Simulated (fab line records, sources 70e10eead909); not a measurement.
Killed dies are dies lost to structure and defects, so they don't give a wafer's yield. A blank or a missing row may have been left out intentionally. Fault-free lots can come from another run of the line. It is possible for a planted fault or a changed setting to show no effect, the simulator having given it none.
fab line records	flow nand_harc
[record] lots = 6	wafers = 18	last_day = 33
route steps=1302 shown A_M0@1149 END@1302
lots that met no fault: from a run of the same line without faults
start_h: hours from the record's opening day to when the first of the lot's shown wafers began	wait_h: hours since the lot's step before	" unchanged from the row above	L1.1+2: one row covering several wafers at once	- either no value or no given start	* or withheld: withheld	< > ~ a bound
route shown NAME@n: names a module that has steps shown in the file, with the first one's number in the route	usual: average and standard deviation across the fault-free wafers	same: alike in all rows	chamber/n: place in a boat	sites: the reading at each site	_std_site: standard deviation of those values	_edge_site: mean of outer sites minus mean of inner sites	radius_mm: for every site, how far away it sits from the centre of the wafer	mask NAME#n: copy n	behind: the tool/chamber that last shaped the wafer	hold: the reason the lot was held/the length of the hold in hours/how it ended	device: which transistor (n, p or np) failed to switch	end of line: the same wafers' tests at the end of the route	step lacking rows: just its recipe	killed: dies that structure and defects cost at the first sort, which is not the same as the wafer's yield	map: dies across one wafer; x = killed, . = not, _ = none there
set.NAME: setting as actually run; set.NAME@STEP: the setting as run at that earlier step	model.NAME: the simulator's own value behind a step, which no gauge read
lots seen at some steps along the route; tables by step, rows by wafer
services: a tool's chamber out of use, with start hour (start_h, from the record's first day; less than 0 if before it), hours out, and reason
[[steps]]
[step NHARC_A_M0_INSPECT_11]
[usual] raw_defect_count = 86/38
lot.wafer	tool	chamber	start_h	wait_h	raw_defect_count
L403.4	defect_inspect-02	-	557.51	0.0	82
L403.5	"	-	"	"	77
L403.6	"	-	"	"	76
L407.4	defect_inspect-02	-	604.19	0.0	172
L407.5	"	-	"	"	151
L407.6	"	-	"	"	158
L412.3	defect_inspect-01	-	654.45	0.0	82
L412.5	"	-	"	"	73
L412.6	"	-	"	"	76
L416.1	defect_inspect-01	-	695.18	0.0	59
L416.5	"	-	"	"	58
L416.6	"	-	"	"	64
L417.1	defect_inspect-02	-	718.49	0.0	113
L417.5	"	-	"	"	113
L417.6	"	-	"	"	131
L422.1	defect_inspect-01	-	744.23	0.0	45
L422.5	"	-	"	"	50
L422.6	"	-	"	"	60
[step NHARC_A_M0_DESCUM_14]
[recipe] time_s = 3	o2_flow_sccm = 200	ar_flow_sccm = 0	bias_power_w = 0	chemistry = O2
[step NHARC_A_M0_ETCH_34]
[recipe] target_depth_a = 400	overetch_a = 120	time_s = 43.94	ion_energy_ev = 200	n2_flow_sccm = 150	h2_flow_sccm = 150	ar_flow_sccm = 0	rf_w = 400	bias_w = 150	chemistry = N2/H2
[usual] drypump_motor_current_A = 5.5/0.48	n2_flow_sccm = 150.0/0.46	oes_product_au = 0.997/0.0072	rf_vpp_V = 429.4/2.3	showerhead_plenum_p_Torr = 2.00/0.084	throttle_valve_pct = 14.172/0.0085
lot.wafer	tool	chamber	start_h	wait_h	drypump_motor_current_A	n2_flow_sccm	oes_product_au	rf_hours_counter_h	rf_vpp_V	showerhead_plenum_p_Torr	throttle_valve_pct
L403.4	rie_diel-12	0	557.65	0.1	6.0	150.5	1.006	6.6	428.0	1.96	14.175
L403.6	"	3	"	"	6.3	150.1	1.001	-	429.9	2.00	14.168
L403.5	"	0	"	"	6.0	150.4	1.001	-	428.3	1.96	14.164
L407.4	rie_diel-13	3	604.35	0.1	5.6	149.3	1.003	3.3	427.4	1.92	14.160
L407.6	"	1	"	"	5.0	149.6	1.009	-	427.8	1.93	14.164
L407.5	"	2	"	"	5.5	149.7	1.003	-	432.2	2.07	14.159
L412.3	rie_diel-13	0	654.59	0.1	6.4	150.1	0.983	6.0	429.7	1.96	14.166
L412.6	"	0	"	"	6.4	150.5	0.990	-	427.9	1.96	14.177
L412.5	"	1	"	"	5.0	150.8	1.003	-	427.6	1.93	14.166
L416.1	rie_diel-05	2	695.33	0.1	5.1	149.6	0.997	4.0	428.7	1.97	14.167
L416.6	"	2	"	"	5.1	149.3	0.995	-	430.1	1.97	14.173
L416.5	"	3	"	"	5.1	151.1	0.982	-	429.1	1.94	14.174
L417.1	rie_diel-12	3	718.67	0.1	6.2	149.5	1.004	6.9	429.6	1.99	14.176
L417.5	"	0	"	"	6.0	150.2	0.998	-	428.3	1.96	14.157
L417.6	"	3	"	"	6.2	150.4	1.012	-	430.2	1.99	14.175
L422.1	rie_diel-05	0	744.39	0.1	5.5	150.1	1.001	6.7	433.0	2.17	14.178
L422.6	"	2	"	"	5.1	151.0	0.993	-	428.3	1.97	14.167
L422.5	"	3	"	"	5.1	149.8	0.998	-	428.3	1.94	14.178
[step NHARC_A_M0_ETCH_15]
[recipe] target_depth_a = 1500	overetch_a = 150	time_s = 82.5	c4f8_flow_sccm = withheld	ar_flow_sccm = 400	rf_w = 600	bias_w = 300	chemistry = C4F8/Ar
[step NHARC_A_M0_CD_MEAS_16]
[usual] cd_nm = 79.9/0.6
lot.wafer	tool	chamber	start_h	wait_h	cd_nm
L403.4	cd_sem-01	-	557.87	-	80.6
L403.5	"	-	"	"	79.9
L403.6	"	-	"	"	80.2
L407.4	cd_sem-01	-	604.56	-	80.4
L407.5	"	-	"	"	79.5
L407.6	"	-	"	"	80.3
L412.3	cd_sem-02	-	654.81	-	80.1
L412.5	"	-	"	"	79.6
L412.6	"	-	"	"	79.9
L416.1	cd_sem-01	-	695.54	-	79.9
L416.5	"	-	"	"	79.8
L416.6	"	-	"	"	80.0
L417.1	cd_sem-03	-	718.89	-	79.2
L417.5	"	-	"	"	79.8
L417.6	"	-	"	"	78.7
L422.1	cd_sem-01	-	744.60	-	78.9
L422.5	"	-	"	"	78.2
L422.6	"	-	"	"	80.0
[step NHARC_A_M0_STRIP_18]
[recipe] power_w = 1000	n2_flow_sccm = 150	h2_flow_sccm = 150	ar_flow_sccm = 0	bias_w = 0	chemistry = N2/H2
[usual] drypump_motor_current_A = 5.6/0.48	n2_flow_sccm = 150.0/0.45	oes_product_au = 0.998/0.0079	rf_vpp_V = 90.3/0.96	showerhead_plenum_p_Torr = 1.99/0.079	throttle_valve_pct = 14.170/0.0085
lot.wafer	tool	chamber	start_h	wait_h	drypump_motor_current_A	n2_flow_sccm	oes_product_au	rf_hours_counter_h	rf_vpp_V	showerhead_plenum_p_Torr	throttle_valve_pct
L403.4	rie_diel-05	1	557.99	0.1	5.1	150.0	0.994	9	91.2	2.18	14.159
L403.5	"	3	"	"	5.1	150.1	0.992	-	91.4	1.95	14.154
L403.6	"	0	"	"	5.5	149.9	1.000	-	91.2	2.17	14.175
L407.4	rie_diel-12	2	604.70	0.1	5.8	150.5	1.004	11	90.3	1.91	14.152
L407.5	"	3	"	"	6.2	150.2	1.004	-	91.4	2.00	14.168
L407.6	"	0	"	"	6.0	150.0	1.002	-	90.3	1.96	14.171
L412.3	rie_diel-12	1	654.91	0.1	5.3	150.4	0.990	1	89.2	1.98	14.180
L412.5	"	0	"	"	6.0	150.0	0.985	-	91.0	1.96	14.171
L412.6	"	1	"	"	5.3	150.6	0.998	-	89.2	1.98	14.175
L416.1	rie_diel-12	3	695.62	0.1	6.2	150.8	1.004	5	91.3	1.99	14.171
L416.5	"	3	"	"	6.2	150.1	1.001	-	90.1	1.99	14.159
L416.6	"	0	"	"	6.0	148.6	0.990	-	88.8	1.96	14.175
L417.1	rie_diel-13	2	719.00	0.1	5.5	150.5	1.007	1	88.3	2.06	14.172
L417.5	"	1	"	"	5.0	150.2	1.001	-	90.2	1.93	14.175
L417.6	"	2	"	"	5.4	150.5	1.007	-	89.6	2.06	14.179
L422.1	rie_diel-12	2	744.67	0.1	5.8	150.4	1.002	7	89.5	1.90	14.176
L422.6	"	2	"	"	5.8	150.3	1.000	-	88.6	1.90	14.189
L422.5	"	3	"	"	6.2	150.7	1.008	-	88.7	1.99	14.174
[step NHARC_A_M0_STRIP_19]
[recipe] time_s = 600	temp_c = 30	chemistry = post_etch_residue_remover
[step NHARC_A_M0_DEGAS_28]
[recipe] temp_c = 250	time_s = 60
[step NHARC_A_M0_PRE_CLEAN_29]
[recipe] time_s = 30	temp_c = 280	gas = H2/He
[usual] heater_power_w = 409/47
lot.wafer	tool	chamber	start_h	wait_h	heater_power_w
L403.4	pvd_sputter-02	-	-	-	359
L403.5	"	-	"	"	360
L403.6	"	-	"	"	357
L407.4	pvd_sputter-03	-	-	-	439
L407.6	"	-	"	"	354
L407.5	"	-	"	"	444
L412.3	pvd_sputter-03	-	-	-	332
L412.6	"	-	"	"	439
L412.5	"	-	"	"	436
L416.1	pvd_sputter-03	-	-	-	413
L416.5	"	-	"	"	339
L416.6	"	-	"	"	440
L417.1	pvd_sputter-01	-	-	-	495
L417.6	"	-	"	"	393
L417.5	"	-	"	"	374
L422.1	pvd_sputter-01	-	-	-	393
L422.6	"	-	"	"	426
L422.5	"	-	"	"	380
[step NHARC_A_M0_PVD_20]
[recipe] target_thk_a = 50	bias_v = 168.6	power_w = 15000	chamber_pressure_pa = 0.12	time_s = 8.06	substrate_temp_c = 50	material = TaN
[step NHARC_A_M0_PVD_21]
[recipe] target_thk_a = 300	chamber_pressure_pa = 5	power_w = 5000	substrate_temp_c = 30	time_s = 20.49	material = Cu
[usual] substrate_temp_c = 29.99/0.1	throttle_valve_pct = 30.3/1.1
lot.wafer	tool	chamber	start_h	wait_h	substrate_temp_c	throttle_valve_pct
L403.4	pvd_sputter-02	-	-	-	30.05	31.8
L403.6	"	-	"	"	30.07	31.8
L403.5	"	-	"	"	30.08	31.9
L407.4	pvd_sputter-03	-	-	-	30.06	29.9
L407.6	"	-	"	"	30.06	30.2
L407.5	"	-	"	"	29.86	30.6
L412.3	pvd_sputter-03	-	-	-	29.91	30.3
L412.5	"	-	"	"	30.05	29.5
L412.6	"	-	"	"	29.97	30.2
L416.1	pvd_sputter-03	-	-	-	30.20	29.7
L416.5	"	-	"	"	30.08	29.9
L416.6	"	-	"	"	29.83	29.7
L417.1	pvd_sputter-01	-	-	-	29.95	29.0
L417.6	"	-	"	"	30.09	28.6
L417.5	"	-	"	"	29.99	29.4
L422.1	pvd_sputter-01	-	-	-	29.75	29.1
L422.6	"	-	"	"	29.86	30.2
L422.5	"	-	"	"	29.83	28.8
[step NHARC_A_M0_ECD_22]
[recipe] target_thk_a = 4000	bath_temp_c = 25	material = Cu
[step NHARC_A_M0_ANNEAL_30]
[recipe] temp_c = 225	time_s = 90
[usual] anneal_temp_c = 225.02/0.18	anneal_temp_c_max = 225.86/0.26	wafer_temp_C_max = 225.83/0.24
lot.wafer	tool	chamber	start_h	wait_h	anneal_temp_c	anneal_temp_c_max	wafer_temp_C_max
L403.4	rtp_anneal-02	0	559.37	0.3	225.06	226.00	225.45
L403.5	"	0	"	"	225.11	225.83	225.72
L403.6	"	0	"	"	225.14	225.70	226.08
L407.4	rtp_anneal-01	0	606.32	0.4	225.25	226.05	225.79
L407.5	"	0	"	"	224.86	225.87	225.74
L407.6	"	0	"	"	225.16	226.22	225.90
L412.3	rtp_anneal-01	0	656.26	-	225.10	226.45	225.60
L412.5	"	0	"	"	225.07	225.80	225.53
L412.6	"	0	"	"	224.89	225.73	225.81
L416.1	rtp_anneal-02	-	696.91	0.3	-	-	-
L416.5	"	-	"	"	-	-	-
L416.6	"	-	"	"	-	-	-
L417.1	rtp_anneal-02	-	720.25	0.3	-	-	-
L417.5	"	-	"	"	-	-	-
L417.6	"	-	"	"	-	-	-
L422.1	rtp_anneal-01	0	745.95	-	225.31	226.36	225.22
L422.5	"	0	"	"	225.30	226.44	225.53
L422.6	"	0	"	"	225.09	226.05	225.54
[step NHARC_A_M0_CMP_23]
[recipe] t_overpolish_s = 20	target_thk_nm = 113.75
[usual] motor_current_A = 12.3/1.1	time_to_endpoint_s = 29.6/1.9
lot.wafer	tool	chamber	start_h	wait_h	motor_current_A	time_to_endpoint_s
L403.4	cmp-02	0	559.62	-	10.8	34.2
L403.6	"	2	"	"	13.9	30.3
L403.5	"	3	"	"	12.8	29.9
L407.4	cmp-04	1	606.56	-	13.0	29.3
L407.6	"	3	"	"	11.7	35.0
L407.5	"	0	"	"	13.0	31.1
L412.3	cmp-01	1	656.53	-	11.8	30.0
L412.6	"	0	"	"	12.7	31.7
L412.5	"	1	"	"	11.7	30.3
L416.1	cmp-04	3	697.29	-	11.5	30.9
L416.6	"	2	"	"	11.9	31.0
L416.5	"	3	"	"	11.2	30.1
L417.1	cmp-02	1	720.66	-	11.2	30.3
L417.6	"	3	"	"	12.6	27.9
L417.5	"	0	"	"	11.0	28.9
L422.1	cmp-04	2	746.35	-	12.4	30.6
L422.5	"	0	"	"	13.7	31.2
L422.6	"	1	"	"	12.5	29.7
[step NHARC_END_SORT_01]
[recipe] temp_c = 25
[usual] defect_limited_yield = 90/3.3	killed_at_array = 61/23	killed_at_other = 1.3/1.4	killed_at_periphery = 4.0/2.6	killed_dies = 66/22	killed_open = 3.4/1.8	killed_short = 2.3/1.4
[same] gross_dies = 677
lot.wafer	tool	chamber	start_h	wait_h	defect_limited_yield[%]	killed_at_array	killed_at_other	killed_at_periphery	killed_dies	killed_open	killed_short
L403.4	prober-01	0	599.32	3.4	92	52	0	2	54	0	2
L403.5	prober-01	0	600.12	3.7	91	58	1	5	64	4	3
L403.6	prober-01	0	600.93	4.0	92	50	0	6	56	1	1
L412.3	prober-02	0	695.75	3.1	89	66	0	10	76	4	7
L412.5	prober-02	0	697.34	3.7	91	50	2	6	58	4	0
L412.6	prober-02	0	698.13	4.0	90	61	0	7	68	5	1
L416.1	prober-02	0	732.76	2.5	89	68	0	7	75	0	3
L416.5	prober-02	0	735.97	3.7	88	76	0	5	81	4	2
L416.6	prober-02	0	736.77	4.0	89	72	0	5	77	5	3
L417.1	prober-02	0	765.01	2.5	87	79	0	9	88	1	5
L417.5	prober-02	0	768.20	3.7	86	89	0	9	98	3	4
L417.6	prober-02	0	769.00	4.0	86	89	0	6	95	1	3
// killed by level:class
L403.4 A_CHANNEL_HOLE_D1:chamber_film_flake=37 A_CHANNEL_HOLE_D2:chamber_film_flake=8 A_CONTACT:chamber_film_flake=2 A_CHANNEL_FILL_D1:geometric_particle:short=1 A_WL_FILL:geometric_particle:short=1 P_STI:chamber_film_flake=1 P_M0:chamber_film_flake=1 A_CHANNEL_FILL_D1:chamber_film_flake=1
L403.5 A_CHANNEL_HOLE_D1:chamber_film_flake=32 A_CHANNEL_HOLE_D2:chamber_film_flake=10 P_ZERO_WELL:chamber_film_flake=3 A_CONTACT:chamber_film_flake=3 A_M1:chamber_film_flake=3 A_CHANNEL_FILL_D1:chamber_film_flake=2 A_WL_FILL:chamber_film_flake=2 A_DECK1_JOINT:geometric_particle:short=1
L403.6 A_CHANNEL_HOLE_D1:chamber_film_flake=32 A_CHANNEL_HOLE_D2:chamber_film_flake=10 A_CONTACT:chamber_film_flake=5 P_STI:chamber_film_flake=4 A_DECK1_JOINT:geometric_particle:short=1 A_WL_FILL:geometric_particle:open=1 P_ZERO_WELL:chamber_film_flake=1 P_GATE:chamber_film_flake=1
L412.3 A_CHANNEL_HOLE_D1:chamber_film_flake=34 A_STAIRCASE:chamber_film_flake=10 P_ZERO_WELL:chamber_film_flake=4 A_CHANNEL_FILL_D2:chamber_film_flake=4 A_CONTACT:chamber_film_flake=4 P_GATE:chamber_film_flake=3 A_CHANNEL_FILL_D2:geometric_particle:short=2 A_CHANNEL_FILL_D2:geometric_particle:open=2
L412.5 A_CHANNEL_HOLE_D1:chamber_film_flake=29 A_STAIRCASE:chamber_film_flake=6 P_ZERO_WELL:chamber_film_flake=4 A_ZERO_WELL:chamber_film_flake=4 A_SLIT:chamber_film_flake=3 A_CHANNEL_HOLE_D2:chamber_film_flake=2 A_BONDPAD:chamber_film_flake=2 THIN_TSV:chamber_film_flake=2
L412.6 A_CHANNEL_HOLE_D1:chamber_film_flake=38 A_SLIT:chamber_film_flake=6 A_STAIRCASE:chamber_film_flake=5 P_ZERO_WELL:chamber_film_flake=3 A_CHANNEL_FILL_D2:geometric_particle:open=2 A_WL_FILL:geometric_particle:open=2 P_GATE:chamber_film_flake=2 A_CHANNEL_FILL_D2:chamber_film_flake=2
L416.1 A_M0:area_anneal=20 A_CHANNEL_HOLE_D2:chamber_film_flake=18 A_CHANNEL_HOLE_D1:chamber_film_flake=10 P_GATE:chamber_film_flake=6 A_STAIRCASE:chamber_film_flake=6 A_SLIT:chamber_film_flake=4 A_CONTACT:chamber_film_flake=3 A_CHANNEL_FILL_D2:chamber_film_flake=2
L416.5 A_M0:area_anneal=28 A_CHANNEL_HOLE_D2:chamber_film_flake=24 A_STAIRCASE:chamber_film_flake=9 A_CHANNEL_HOLE_D1:chamber_film_flake=6 A_CONTACT:chamber_film_flake=3 P_STI:geometric_particle:open=1 P_GATE:geometric_particle:short=1 A_CHANNEL_HOLE_D1:geometric_particle:open=1
L416.6 A_CHANNEL_HOLE_D2:chamber_film_flake=27 A_M0:area_anneal=23 A_CHANNEL_HOLE_D1:chamber_film_flake=7 A_STAIRCASE:chamber_film_flake=3 A_CONTACT:chamber_film_flake=3 A_SLIT:chamber_film_flake=2 P_GATE:geometric_particle:open=1 P_CONTACT:geometric_particle:open=1
L417.1 A_SLIT:chamber_film_flake=23 A_M0:area_anneal=19 A_CHANNEL_HOLE_D2:chamber_film_flake=18 A_CHANNEL_HOLE_D1:chamber_film_flake=9 P_CONTACT:chamber_film_flake=5 A_CONTACT:chamber_film_flake=3 A_ONON_D2:geometric_particle:short=2 P_STI:chamber_film_flake=2
L417.5 A_SLIT:chamber_film_flake=25 A_M0:area_anneal=24 A_CHANNEL_HOLE_D2:chamber_film_flake=20 A_CHANNEL_HOLE_D1:chamber_film_flake=9 P_CONTACT:chamber_film_flake=4 P_GATE:chamber_film_flake=2 A_ZERO_WELL:chamber_film_flake=2 A_CONTACT:chamber_film_flake=2
L417.6 A_SLIT:chamber_film_flake=26 A_CHANNEL_HOLE_D2:chamber_film_flake=25 A_M0:area_anneal=20 A_CHANNEL_HOLE_D1:chamber_film_flake=9 P_CONTACT:chamber_film_flake=4 A_CONTACT:chamber_film_flake=3 A_ONON_D2:geometric_particle:short=2 P_CONTACT:geometric_particle:short=1
[[services]]
tool	chamber	start_h	hours	kind
rie_diel-12	3	538.14	9.4	repair
rie_diel-05	1	538.83	18.6	repair
cmp-02	-	546.40	5.2	repair
rie_diel-13	3	547.43	2.9	repair
rie_diel-05	2	559.77	6.7	repair
rie_diel-12	2	569.46	6.0	repair
pvd_sputter-01	-	582.01	10.0	pm
rie_diel-05	-	583.60	9.0	pm
pvd_sputter-01	-	598.10	3.7	repair
cmp-04	-	601.10	4.0	pm
rie_diel-05	0	610.26	1.6	repair
rie_diel-12	-	622.52	9.0	pm
cmp-02	-	624.52	4.0	pm
rie_diel-05	3	625.45	7.4	repair
rie_diel-13	-	628.07	0.5	repair
rie_diel-13	0	637.30	15.2	repair
pvd_sputter-02	-	638.02	10.0	pm
cmp-04	-	679.78	0.2	repair
rie_diel-13	-	696.04	9.0	pm
cmp-04	-	699.10	4.0	pm
pvd_sputter-03	-	704.10	10.0	pm
rie_diel-12	2	708.51	11.3	repair
rie_diel-12	0	711.20	1.4	repair
rtp_anneal-02	-	744.00	12.0	pm
[[key]]
[first_sign] step = NHARC_A_M0_ANNEAL_30	reading = tool_record	direction = missing
effect none on later readings
met_at NHARC_A_M0_ANNEAL_30
struck_wafers L416.1,L416.5,L416.6,L417.1,L417.5,L417.6
onset_between 559.37 696.91
[fault] kind = skipped_step_whole	tool = rtp_anneal-02	chamber = -	onset_h = 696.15	steps = NHARC_A_M0_ANNEAL_30	scope = struck_lots_only
